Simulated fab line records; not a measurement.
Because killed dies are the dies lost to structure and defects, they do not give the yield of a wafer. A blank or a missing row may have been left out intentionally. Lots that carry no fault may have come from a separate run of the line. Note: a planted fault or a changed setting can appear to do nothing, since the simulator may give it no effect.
One fault through the eyes of 2 desks ; flow nand-harc ; each desk has only its own numbers; what lay behind them comes last

THE TOOL OWNER'S DESK: pecvd-01
The tool's own readings at NHARC_P_BONDPAD_DEP_00 (deposits SiCN, target thk 250 nm): means of the sampled wafers that have a number, for each lot that ran on this tool. If a lot's mean is further than 4 standard deviations from the usual mean, the lot is out of limits and carries the mark OUT (the distance appears in the brackets).
Columns: A = heater-power-w at NHARC_P_BONDPAD_DEP_00, usual 604 W; B = showerhead-vpp-V at NHARC_P_BONDPAD_DEP_00, usual 1312 V
lot;first seen here;A;B
L524;day 12 13:14;593;1293
L523;day 12 14:32;553;1246
L530;day 14 19:29;655;1293
L532;day 16 02:40;660;1299
This desk found nothing out of limits on any of the 4 lots.

THE METROLOGY DESK
What the gauges read, lot by lot, whatever tool the lot ran on: means of the sampled wafers that have a number. If a lot's mean is further than 4 standard deviations from the usual mean, the lot is out of limits and carries the mark OUT (the distance appears in the brackets).
Columns: A = thk-nm at NHARC_P_BONDPAD_THK_MEAS_33, usual 200.1 nm
lot;first seen here;A
L510;day 6 11:41;201.3
L511;day 7 00:26;200.6
L513;day 7 21:19;200.5
L514;day 8 09:59;201.1
L524;day 12 13:52;194.6
L523;day 12 15:09;195.6
L527;day 13 12:08;200.0
L528;day 14 00:58;198.4
L530;day 14 20:08;198.2
L533;day 16 02:34;198.5
L532;day 16 03:21;199.1
This desk found nothing out of limits on any of the 11 lots.

BROUGHT TOGETHER
The tool owner's desk saw nothing out of limits.
The metrology desk saw nothing out of limits.

WHAT THE SIMULATOR PUT IN
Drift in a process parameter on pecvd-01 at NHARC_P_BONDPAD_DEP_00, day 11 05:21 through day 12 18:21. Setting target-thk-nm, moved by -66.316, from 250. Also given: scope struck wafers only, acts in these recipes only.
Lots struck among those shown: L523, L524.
